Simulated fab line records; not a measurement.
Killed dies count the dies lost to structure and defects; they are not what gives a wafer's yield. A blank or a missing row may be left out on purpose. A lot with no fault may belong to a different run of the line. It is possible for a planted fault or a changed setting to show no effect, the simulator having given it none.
Split-lot trial	flow n5-finfet	21 wafers read from 7 lots, route of 1938 steps

## ON THE SPLIT
At N5_BEOL_M5_COAT_74 (time 60 s, resist thk 5 nm), the setting spin-rpm was moved away from the recipe's 1500 rpm on 4 of the 21 wafers read, by -10.0% to +9.9%. The other wafers ran this setting at the recipe's value.

## FROM THE SPLIT TO THE READING: what the file shows between them, 3 steps
- N5_BEOL_M5_COAT_22: resist thk 30 nm
- N5_BEOL_M5_EBR_24
- N5_BEOL_M5_DESCUM_33: chemistry O2, time 7 s

## THE READING
etch.depth-nm (the simulator's own value, which no gauge read), in nm, at N5_BEOL_M5_ETCH_75 (etches underlayer in N2/H2, target depth 6.5 nm, time 5.2 s). There is no usual value for it anywhere in the file. The 17 wafers here that ran the recipe average 4.994 nm, standard deviation 0.0097 nm.

wafer	tool, chamber at the split	spin-rpm as run, rpm	against the recipe	etch.depth-nm, nm	against lot-mates on the recipe
L075.3	litho-track-01, 0	1648	+9.9%	4.762	-0.230
L075.5	litho-track-01, 0	1500	recipe	4.996	-
L075.6	litho-track-01, 0	1500	recipe	4.987	-
L085.1	litho-track-05, 0	1500	recipe	5.001	-
L085.5	litho-track-05, 0	1500	recipe	4.989	-
L085.6	litho-track-05, 0	1500	recipe	5.002	-
L088.2	litho-track-05, 0	1350	-10.0%	5.246	+0.244
L088.4	litho-track-05, 0	1500	recipe	5.002	-
L088.6	litho-track-05, 0	1350	-10.0%	5.259	+0.257
L089.1	litho-track-02, 0	1500	recipe	4.982	-
L089.4	litho-track-02, 0	1500	recipe	4.982	-
L089.6	litho-track-02, 0	1500	recipe	4.972	-
L093.1	litho-track-01, 0	1592	+6.1%	4.843	-0.145
L093.3	litho-track-01, 0	1500	recipe	4.987	-
L093.6	litho-track-01, 0	1500	recipe	4.989	-
L096.2	litho-track-01, 0	1500	recipe	5.002	-
L096.3	litho-track-01, 0	1500	recipe	5.011	-
L096.6	litho-track-01, 0	1500	recipe	4.995	-
L095.2	litho-track-01, 0	1500	recipe	5.001	-
L095.5	litho-track-01, 0	1500	recipe	5.004	-
L095.6	litho-track-01, 0	1500	recipe	4.993	-

THE FIT
A straight line over all 21 wafers: etch.depth-nm changes by -0.025 nm for each +1% of spin-rpm; r = -1.00; the points scatter about the line by 0.01 nm.
The same after taking each lot's own level away (the mean of its wafers on the recipe; 21 wafers): -0.0244 nm for each +1%; r = -1.00; scatter 0.006 nm.
According to that fit, moving spin-rpm by its largest amount changes the reading by 0.24 nm.
Measured against the standard deviation above, the lots' own levels, which go from 4.9787 to 5.0027 nm, span 2.5 times it.
The two slopes agree, so the slope changes little with the lot-to-lot level.
Check: +0.245 nm against its lot-mates is what the line predicts for one of the wafers moved furthest among these (-10.0%) when that wafer is left out of the fit. It came out at +0.244 nm against them.

## FILE'S OWN FIT
etch.depth-nm changes by -0.0241 nm for each +1% of spin-rpm, r = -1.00.
